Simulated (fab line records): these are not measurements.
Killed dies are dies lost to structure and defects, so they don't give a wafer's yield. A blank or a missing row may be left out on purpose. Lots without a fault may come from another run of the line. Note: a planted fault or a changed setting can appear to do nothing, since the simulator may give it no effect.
Chamber matching ; flow n5-finfet ; N5_BEOL_M4_DESCUM_16 on rie-diel-03 has 4 sister chambers
The step chemistry O2, time 7 s. 4 wafers are shown with their chamber, then 11 later ones without.

EACH WAFER AND ITS CHAMBER
wafer;chamber;drypump-motor-current-A (A)
L088.1;2;5.2
L091.3;0;5.0
L091.6;3;4.8
L093.1;1;5.8

WAFERS WHOSE CHAMBER IS MISSING
wafer;drypump-motor-current-A (A)
L093.3;5.2
L093.5;5.8
L094.1;5.2
L094.2;4.8
L094.3;5.8
L094.4;5.0
L094.5;4.9
L094.6;5.2
L095.1;4.9
L095.5;5.8
L095.6;5.3

CHAMBER TAKEN BY EACH
wafer;from the rows above;in truth
L093.3;2;2
L093.5;1;1
L094.1;2;2
L094.2;3;3
L094.3;1;1
L094.4;0;0
L094.5;can't be placed: 0 or 3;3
L094.6;2;2
L095.1;can't be placed: 0 or 3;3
L095.5;1;1
L095.6;2;2
Correct placement for 9 of the 11. Cannot be placed on the basis of these rows: 2; the candidates contain the true chamber in 2. 0 placed wrongly.
How it was worked out, from the rows above alone: a wafer's distance from a chamber is the root of the sum, over the readings, of the square of ((its reading less the chamber's mean) divided by the reading's scatter). The wafer belongs to the nearest chamber; if the next one is less than 2 further off, it can't be placed. A chamber's mean is the mean of its shown wafers. The scatter: root of mean squared gap, hidden wafer to nearest shown wafer, with one shown wafer a chamber.
